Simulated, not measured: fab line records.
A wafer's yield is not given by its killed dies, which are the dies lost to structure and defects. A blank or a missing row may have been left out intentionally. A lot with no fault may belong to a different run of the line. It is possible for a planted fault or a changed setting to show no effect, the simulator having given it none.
fab line records :: flow n5Finfet
record:
  lots: 7
  wafers: 21
  lastDay: 17
route steps=1938 shown START@1 ZERO_LAYER@2 PASSIVATION@1936
lots that met no fault: taken from a fault-free run of the same line
startH: hours from the record's opening day to when the first of the lot's shown wafers began :: waitH: hours from the lot's prior step to this one :: " same as the row above :: L1.1+2: a single row standing in for several wafers :: - value missing, or start not given :: * or withheld: withheld :: < > ~ a bound
route shown NAME@n: names a module that has steps shown in the file, with the first one's number in the route :: usual: the fault-free wafers' mean and standard deviation :: same: alike in all rows :: chamber/n: place in a boat :: sites: each site's reading :: _std_site: standard deviation of those values :: _edge_site: outer sites' mean less inner sites' :: radiusMm: for every site, how far away it sits from the centre of the wafer :: mask NAME#n: copy n :: behind: the last tool/chamber to shape the wafer :: hold: cause of the lot's hold/its duration in hours/its outcome :: device: names the non-switching transistor (n, p or np) :: end of line: the tests these same wafers got at the end of their route :: where a step has no rows: the recipe by itself :: killed: at the first sort, the dies lost to defects and structure; wafer yield is something else :: map: shows each die of a wafer: x if killed, . if not, _ if none is there
set.NAME: setting as actually run; set.NAME@STEP: the setting as run at that earlier step :: model.NAME: the simulator's own value behind a step, which no gauge read
lots at some steps of the route; a table a step, a row a wafer
services: from which hour (startH, from the record's first day; less than 0 if before it) a tool's chamber was out of use, for how many hours, and why
== steps ==
step: N5_START_INSPECT_01
recipe:
  inspectInstrument: unpatternedScan
  mode: incoming
usual:
  rawDefectCount: 6.0/2.3
lot.wafer: L373.1
tool: defectInspect-02
chamber: -
startH: 18.03
waitH: -
rawDefectCount: 8

lot.wafer: L373.4
tool: defectInspect-02
chamber: -
startH: 18.03
waitH: -
rawDefectCount: 8

lot.wafer: L373.5
tool: defectInspect-02
chamber: -
startH: 18.03
waitH: -
rawDefectCount: 8

lot.wafer: L374.1
tool: defectInspect-01
chamber: -
startH: 24.03
waitH: -
rawDefectCount: 8

lot.wafer: L374.3
tool: defectInspect-01
chamber: -
startH: 24.03
waitH: -
rawDefectCount: 7

lot.wafer: L374.4
tool: defectInspect-01
chamber: -
startH: 24.03
waitH: -
rawDefectCount: 7

lot.wafer: L383.2
tool: defectInspect-02
chamber: -
startH: 78.03
waitH: -
rawDefectCount: 9

lot.wafer: L383.3
tool: defectInspect-02
chamber: -
startH: 78.03
waitH: -
rawDefectCount: 10

lot.wafer: L383.6
tool: defectInspect-02
chamber: -
startH: 78.03
waitH: -
rawDefectCount: 1

lot.wafer: L384.1
tool: defectInspect-02
chamber: -
startH: 84.03
waitH: -
rawDefectCount: 6

lot.wafer: L384.5
tool: defectInspect-02
chamber: -
startH: 84.03
waitH: -
rawDefectCount: 3

lot.wafer: L384.6
tool: defectInspect-02
chamber: -
startH: 84.03
waitH: -
rawDefectCount: 4

lot.wafer: L385.1
tool: defectInspect-01
chamber: -
startH: 90.03
waitH: -
rawDefectCount: 7

lot.wafer: L385.2
tool: defectInspect-01
chamber: -
startH: 90.03
waitH: -
rawDefectCount: 9

lot.wafer: L385.3
tool: defectInspect-01
chamber: -
startH: 90.03
waitH: -
rawDefectCount: 6

lot.wafer: L392.1
tool: defectInspect-02
chamber: -
startH: 132.03
waitH: -
rawDefectCount: 5

lot.wafer: L392.2
tool: defectInspect-02
chamber: -
startH: 132.03
waitH: -
rawDefectCount: 7

lot.wafer: L392.3
tool: defectInspect-02
chamber: -
startH: 132.03
waitH: -
rawDefectCount: 5

lot.wafer: L394.4
tool: defectInspect-01
chamber: -
startH: 144.04
waitH: -
rawDefectCount: 5

lot.wafer: L394.5
tool: defectInspect-01
chamber: -
startH: 144.04
waitH: -
rawDefectCount: 4

lot.wafer: L394.6
tool: defectInspect-01
chamber: -
startH: 144.04
waitH: -
rawDefectCount: 11
step: N5_ZERO_LAYER_PRECLEAN_00
recipe:
  chemistry: SPM
  timeS: 600
  tempC: 120
  mix: 4:1
step: N5_ZERO_LAYER_SRD_01
recipe:
  timeS: 30
  tempC: 23
  rinseLiquid: diw
  dry: n2Spin
  spinRpm: 1500
  dryTimeS: 30
step: N5_ZERO_LAYER_PECVD_02
recipe:
  material: SiO2
  targetThkA: 100
  tempC: 400
  precursor: SiH4/N2O
  pressureTorr: 0.75
  rfW: 275
  timeS: 6
usual:
  chamberPressureTorr: 0.7499/0.0016
  heaterPowerOuterW: 478/52
  heaterPowerW: 795/69
  showerheadPlenumPTorr: 8.06/0.077
lot.wafer: L373.1
tool: pecvd-02
chamber: 2
startH: 18.28
waitH: 0.0
chamberPressureTorr: 0.7540
heaterPowerOuterW: 379
heaterPowerW: 672
showerheadPlenumPTorr: 7.96
sinceWetCleanH: 2172

lot.wafer: L373.4
tool: pecvd-02
chamber: 1
startH: 18.28
waitH: 0.0
chamberPressureTorr: 0.7522
heaterPowerOuterW: 546
heaterPowerW: 867
showerheadPlenumPTorr: 8.02
sinceWetCleanH: -

lot.wafer: L373.5
tool: pecvd-02
chamber: 0
startH: 18.28
waitH: 0.0
chamberPressureTorr: 0.7501
heaterPowerOuterW: 525
heaterPowerW: 868
showerheadPlenumPTorr: 8.07
sinceWetCleanH: -

lot.wafer: L374.1
tool: pecvd-04
chamber: 0
startH: 24.29
waitH: 0.0
chamberPressureTorr: 0.7485
heaterPowerOuterW: 429
heaterPowerW: 709
showerheadPlenumPTorr: 8.04
sinceWetCleanH: 547

lot.wafer: L374.3
tool: pecvd-04
chamber: 1
startH: 24.29
waitH: 0.0
chamberPressureTorr: 0.7471
heaterPowerOuterW: 425
heaterPowerW: 718
showerheadPlenumPTorr: 8.05
sinceWetCleanH: 1272

lot.wafer: L374.4
tool: pecvd-04
chamber: 1
startH: 24.29
waitH: 0.0
chamberPressureTorr: 0.7521
heaterPowerOuterW: 430
heaterPowerW: 735
showerheadPlenumPTorr: 8.05
sinceWetCleanH: -

lot.wafer: L383.2
tool: pecvd-01
chamber: 0
startH: 78.28
waitH: 0.0
chamberPressureTorr: -
heaterPowerOuterW: -
heaterPowerW: -
showerheadPlenumPTorr: -
sinceWetCleanH: -

lot.wafer: L383.3
tool: pecvd-01
chamber: 2
startH: 78.28
waitH: 0.0
chamberPressureTorr: -
heaterPowerOuterW: -
heaterPowerW: -
showerheadPlenumPTorr: -
sinceWetCleanH: -

lot.wafer: L383.6
tool: pecvd-01
chamber: 0
startH: 78.28
waitH: 0.0
chamberPressureTorr: -
heaterPowerOuterW: -
heaterPowerW: -
showerheadPlenumPTorr: -
sinceWetCleanH: -

lot.wafer: L384.1
tool: pecvd-02
chamber: 0
startH: 84.29
waitH: 0.0
chamberPressureTorr: -
heaterPowerOuterW: -
heaterPowerW: -
showerheadPlenumPTorr: -
sinceWetCleanH: -

lot.wafer: L384.5
tool: pecvd-02
chamber: 0
startH: 84.29
waitH: 0.0
chamberPressureTorr: -
heaterPowerOuterW: -
heaterPowerW: -
showerheadPlenumPTorr: -
sinceWetCleanH: -

lot.wafer: L384.6
tool: pecvd-02
chamber: 1
startH: 84.29
waitH: 0.0
chamberPressureTorr: -
heaterPowerOuterW: -
heaterPowerW: -
showerheadPlenumPTorr: -
sinceWetCleanH: -

lot.wafer: L385.1
tool: pecvd-01
chamber: 1
startH: 90.28
waitH: 0.0
chamberPressureTorr: -
heaterPowerOuterW: -
heaterPowerW: -
showerheadPlenumPTorr: -
sinceWetCleanH: -

lot.wafer: L385.2
tool: pecvd-01
chamber: 2
startH: 90.28
waitH: 0.0
chamberPressureTorr: -
heaterPowerOuterW: -
heaterPowerW: -
showerheadPlenumPTorr: -
sinceWetCleanH: -

lot.wafer: L385.3
tool: pecvd-01
chamber: 0
startH: 90.28
waitH: 0.0
chamberPressureTorr: -
heaterPowerOuterW: -
heaterPowerW: -
showerheadPlenumPTorr: -
sinceWetCleanH: -

lot.wafer: L392.1
tool: pecvd-04
chamber: 0
startH: 132.28
waitH: 0.0
chamberPressureTorr: 0.7502
heaterPowerOuterW: 475
heaterPowerW: 758
showerheadPlenumPTorr: 8.06
sinceWetCleanH: 655

lot.wafer: L392.2
tool: pecvd-04
chamber: 1
startH: 132.28
waitH: 0.0
chamberPressureTorr: 0.7498
heaterPowerOuterW: 484
heaterPowerW: 810
showerheadPlenumPTorr: 8.05
sinceWetCleanH: 1380

lot.wafer: L392.3
tool: pecvd-04
chamber: 2
startH: 132.28
waitH: 0.0
chamberPressureTorr: 0.7513
heaterPowerOuterW: 432
heaterPowerW: 725
showerheadPlenumPTorr: 8.10
sinceWetCleanH: 2105

lot.wafer: L394.4
tool: pecvd-01
chamber: 1
startH: 144.31
waitH: 0.1
chamberPressureTorr: 0.7483
heaterPowerOuterW: 486
heaterPowerW: 842
showerheadPlenumPTorr: 8.21
sinceWetCleanH: -

lot.wafer: L394.5
tool: pecvd-01
chamber: 0
startH: 144.31
waitH: 0.1
chamberPressureTorr: 0.7496
heaterPowerOuterW: 449
heaterPowerW: 724
showerheadPlenumPTorr: 8.01
sinceWetCleanH: -

lot.wafer: L394.6
tool: pecvd-01
chamber: 2
startH: 144.31
waitH: 0.1
chamberPressureTorr: 0.7514
heaterPowerOuterW: 496
heaterPowerW: 868
showerheadPlenumPTorr: 8.19
sinceWetCleanH: -
step: N5_ZERO_LAYER_HMDS_04
recipe:
  timeS: 60
  tempC: 120
step: N5_PASSIVATION_PROBE_49
usual:
  killed_at_M0_to_M3: 33/9.1
  killed_at_M4_up: 14/5.6
  killedAtContacts: 13/5.7
  killedAtFrontEnd: 42/12
  killedAtOther: 4/3
  killedDies: 105/16
  killedOpen: 69/11
  killedShort: 34/7.5
same:
  grossDies: 1180
  killedAtBackSide: 0
lot.wafer: L374.1
tool: prober-02
chamber: -
startH: 281.80
waitH: 0.0
killed_at_M0_to_M3: 37
killed_at_M4_up: 14
killedAtContacts: 11
killedAtFrontEnd: 26
killedAtOther: 0
killedDies: 88
killedOpen: 67
killedShort: 20

lot.wafer: L374.3
tool: prober-02
chamber: -
startH: 281.90
waitH: 0.1
killed_at_M0_to_M3: 36
killed_at_M4_up: 13
killedAtContacts: 18
killedAtFrontEnd: 30
killedAtOther: 2
killedDies: 99
killedOpen: 74
killedShort: 24

lot.wafer: L374.4
tool: prober-02
chamber: -
startH: 281.95
waitH: 0.2
killed_at_M0_to_M3: 32
killed_at_M4_up: 22
killedAtContacts: 18
killedAtFrontEnd: 21
killedAtOther: 4
killedDies: 97
killedOpen: 62
killedShort: 34

lot.wafer: L383.2
tool: prober-01
chamber: -
startH: 340.78
waitH: 0.1
killed_at_M0_to_M3: 36
killed_at_M4_up: 20
killedAtContacts: 10
killedAtFrontEnd: 82
killedAtOther: 1
killedDies: 149
killedOpen: 100
killedShort: 48

lot.wafer: L383.3
tool: prober-01
chamber: -
startH: 340.83
waitH: 0.1
killed_at_M0_to_M3: 27
killed_at_M4_up: 29
killedAtContacts: 10
killedAtFrontEnd: 51
killedAtOther: 4
killedDies: 121
killedOpen: 83
killedShort: 33

lot.wafer: L383.6
tool: prober-01
chamber: -
startH: 340.98
waitH: 0.3
killed_at_M0_to_M3: 32
killed_at_M4_up: 9
killedAtContacts: 5
killedAtFrontEnd: 68
killedAtOther: 0
killedDies: 114
killedOpen: 63
killedShort: 47

lot.wafer: L385.1
tool: prober-02
chamber: -
startH: 341.45
waitH: 0.0
killed_at_M0_to_M3: 34
killed_at_M4_up: 11
killedAtContacts: 13
killedAtFrontEnd: 30
killedAtOther: 2
killedDies: 90
killedOpen: 60
killedShort: 29

lot.wafer: L385.2
tool: prober-02
chamber: -
startH: 341.50
waitH: 0.1
killed_at_M0_to_M3: 29
killed_at_M4_up: 12
killedAtContacts: 6
killedAtFrontEnd: 23
killedAtOther: 0
killedDies: 70
killedOpen: 49
killedShort: 21

lot.wafer: L385.3
tool: prober-02
chamber: -
startH: 341.55
waitH: 0.1
killed_at_M0_to_M3: 31
killed_at_M4_up: 12
killedAtContacts: 4
killedAtFrontEnd: 28
killedAtOther: 4
killedDies: 79
killedOpen: 55
killedShort: 24

lot.wafer: L392.1
tool: prober-01
chamber: -
startH: 382.54
waitH: 0.0
killed_at_M0_to_M3: 31
killed_at_M4_up: 21
killedAtContacts: 19
killedAtFrontEnd: 28
killedAtOther: 0
killedDies: 99
killedOpen: 69
killedShort: 27

lot.wafer: L392.2
tool: prober-01
chamber: -
startH: 382.59
waitH: 0.1
killed_at_M0_to_M3: 26
killed_at_M4_up: 16
killedAtContacts: 10
killedAtFrontEnd: 48
killedAtOther: 0
killedDies: 100
killedOpen: 72
killedShort: 24

lot.wafer: L392.3
tool: prober-01
chamber: -
startH: 382.64
waitH: 0.1
killed_at_M0_to_M3: 39
killed_at_M4_up: 19
killedAtContacts: 13
killedAtFrontEnd: 42
killedAtOther: 0
killedDies: 113
killedOpen: 77
killedShort: 35

lot.wafer: L394.4
tool: prober-02
chamber: -
startH: 411.73
waitH: 0.2
killed_at_M0_to_M3: 18
killed_at_M4_up: 15
killedAtContacts: 10
killedAtFrontEnd: 53
killedAtOther: 3
killedDies: 99
killedOpen: 70
killedShort: 27

lot.wafer: L394.5
tool: prober-02
chamber: -
startH: 411.78
waitH: 0.2
killed_at_M0_to_M3: 40
killed_at_M4_up: 14
killedAtContacts: 30
killedAtFrontEnd: 43
killedAtOther: 3
killedDies: 130
killedOpen: 87
killedShort: 41
killed by level:class
L374.1 MOL_CONTACT_COAG:geometricParticle:open=10 FIN_SAQP:geometricParticle:open=9 BEOL_M1:geometricParticle:open=9 BEOL_M2:geometricParticle:open=9 STARTING-WAFER:geometricParticle:short=6 BEOL_M0:geometricParticle:open=5 BEOL_M5:geometricParticle:open=5 BEOL_M0_SAQP:geometricParticle:short=4
L374.3 MOL_CONTACT_COAG:geometricParticle:open=17 BEOL_M3:geometricParticle:open=13 STI_FIN_REVEAL:geometricParticle:open=6 BEOL_M1:geometricParticle:open=6 BEOL_M3:geometricParticle:short=6 BEOL_M4:geometricParticle:open=5 FIN_SAQP:geometricParticle:open=4 DUMMY_GATE:geometricParticle:open=4
L374.4 MOL_CONTACT_COAG:geometricParticle:open=13 BEOL_M4:geometricParticle:open=11 BEOL_M1:geometricParticle:open=8 BEOL_M3:geometricParticle:open=7 BEOL_M1:geometricParticle:short=6 MOL_CONTACT_COAG:geometricParticle:short=5 BEOL_M0_SAQP:geometricParticle:short=5 GATE_CUT:geometricParticle:open=4
L383.2 STI_FIN_REVEAL:geometricParticle:open=36 BEOL_M3:geometricParticle:open=12 BEOL_M4:geometricParticle:open=10 FIN_SAQP:geometricParticle:short=9 FIN_SAQP:geometricParticle:open=7 STI_FIN_REVEAL:geometricParticle:short=7 MOL_CONTACT_COAG:geometricParticle:open=6 BEOL_M2:geometricParticle:open=5
L383.3 BEOL_M4:geometricParticle:open=17 STI_FIN_REVEAL:geometricParticle:open=12 FIN_SAQP:geometricParticle:open=11 BEOL_M3:geometricParticle:open=9 FIN_SAQP:geometricParticle:short=8 DUMMY_GATE:geometricParticle:open=5 MOL_CONTACT_COAG:geometricParticle:open=5 STI_FIN_REVEAL:geometricParticle:short=4
L383.6 FIN_SAQP:geometricParticle:short=17 STI_FIN_REVEAL:geometricParticle:open=17 BEOL_M3:geometricParticle:open=10 FIN_SAQP:geometricParticle:open=9 BEOL_M0_SAQP:geometricParticle:short=8 GATE_CUT:geometricParticle:short=6 STI_FIN_REVEAL:geometricParticle:short=5 MOL_CONTACT_COAG:geometricParticle:open=4
L385.1 MOL_CONTACT_COAG:geometricParticle:open=12 BEOL_M3:geometricParticle:open=9 BEOL_M0_SAQP:geometricParticle:open=7 BEOL_M0_SAQP:geometricParticle:short=6 GATE_CUT:geometricParticle:short=5 FIN_SAQP:geometricParticle:open=4 BEOL_M1:geometricParticle:open=4 BEOL_M2:geometricParticle:open=4
L385.2 BEOL_M0_SAQP:geometricParticle:open=8 BEOL_M2:geometricParticle:open=7 BEOL_M0_SAQP:geometricParticle:short=6 BEOL_M3:geometricParticle:open=6 BEOL_M4:geometricParticle:open=6 FIN_SAQP:geometricParticle:short=4 MOL_CONTACT_COAG:geometricParticle:open=4 STARTING-WAFER:geometricParticle:short=4
L385.3 BEOL_M2:geometricParticle:open=12 STI_FIN_REVEAL:geometricParticle:open=6 FIN_SAQP:geometricParticle:open=5 FIN_SAQP:geometricParticle:short=5 BEOL_M0_SAQP:geometricParticle:short=5 BEOL_M1:geometricParticle:open=5 BEOL_M4:geometricParticle:open=5 MOL_CONTACT_COAG:geometricParticle:open=4
L392.1 MOL_CONTACT_COAG:geometricParticle:open=19 BEOL_M3:geometricParticle:open=8 BEOL_M4:geometricParticle:open=7 BEOL_M1:geometricParticle:open=6 GATE_CUT:geometricParticle:short=5 BEOL_M0_SAQP:geometricParticle:open=5 FIN_SAQP:geometricParticle:open=4 BEOL_M0_SAQP:geometricParticle:short=4
L392.2 STI_FIN_REVEAL:geometricParticle:open=15 MOL_CONTACT_COAG:geometricParticle:open=9 BEOL_M1:geometricParticle:open=9 BEOL_M4:geometricParticle:open=9 GATE_CUT:geometricParticle:short=7 BEOL_M2:geometricParticle:open=7 FIN_SAQP:geometricParticle:short=4 FIN_SAQP:geometricParticle:open=4
L392.3 GATE_CUT:geometricParticle:short=14 MOL_CONTACT_COAG:geometricParticle:open=10 BEOL_M0_SAQP:geometricParticle:open=9 BEOL_M2:geometricParticle:open=9 BEOL_M4:geometricParticle:open=9 BEOL_M3:geometricParticle:open=7 STI_FIN_REVEAL:geometricParticle:open=6 FIN_SAQP:geometricParticle:open=4
L394.4 FIN_SAQP:geometricParticle:open=17 STI_FIN_REVEAL:geometricParticle:open=10 FIN_SAQP:geometricParticle:short=8 MOL_CONTACT_COAG:geometricParticle:open=8 BEOL_M4:geometricParticle:open=8 BEOL_M0_SAQP:geometricParticle:short=4 BEOL_M0_SAQP:geometricParticle:open=4 BEOL_M1:geometricParticle:open=4
L394.5 MOL_CONTACT_COAG:geometricParticle:open=19 BEOL_M1:geometricParticle:open=17 FIN_SAQP:geometricParticle:short=13 MOL_CONTACT_COAG:geometricParticle:short=10 STI_FIN_REVEAL:geometricParticle:open=10 BEOL_M2:geometricParticle:open=7 FIN_SAQP:geometricParticle:open=6 BEOL_M3:geometricParticle:open=6
== services ==
tool: pecvd-02
chamber: 0
startH: 4.53
hours: 2.9
kind: repair

tool: pecvd-02
chamber: 2
startH: 21.12
hours: -
kind: clean

tool: pecvd-02
chamber: 2
startH: 21.12
hours: -
kind: consumableReplace:showerhead

tool: pecvd-02
chamber: 2
startH: 21.12
hours: 29.0
kind: scheduledDown

tool: pecvd-02
chamber: 2
startH: 21.12
hours: 29.0
kind: ventCycle

tool: pecvd-04
chamber: 2
startH: 30.58
hours: 5.5
kind: repair

tool: pecvd-01
chamber: 1
startH: 58.57
hours: 5.5
kind: scheduledDown

tool: pecvd-02
chamber: 1
startH: 59.86
hours: 3.4
kind: repair

tool: pecvd-04
chamber: 1
startH: 84.19
hours: 5.0
kind: scheduledDown

tool: pecvd-02
chamber: 0
startH: 110.42
hours: 2.1
kind: scheduledDown

tool: pecvd-01
chamber: 2
startH: 114.12
hours: 2.1
kind: scheduledDown

tool: pecvd-02
chamber: 2
startH: 124.07
hours: 2.3
kind: repair
== key ==
firstSign:
  step: N5_ZERO_LAYER_PECVD_02
  reading: toolRecord
  direction: missing
effect none on later readings
metAt N5_ZERO_LAYER_PECVD_02
struckWafers L383.2,L383.3,L383.6,L384.1,L384.5,L384.6,L385.1,L385.2,L385.3
testerLeftOut L383,L384,L385
onsetBetween 18.28 78.28
fault:
  kind: skippedStepWhole
  tool: pecvd-01,pecvd-02
  chamber: -
  onsetH: 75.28
  steps: N5_ZERO_LAYER_PECVD_02
  scope: struckLotsOnly
testerLeftOut: of these lots the tester's yield and bins aren't shown, on N5 and GAA mostly nor the transistor test; their killed dies are dies lost to structure and defects alone, not to doping, threshold or leakage, so they don't give the yield
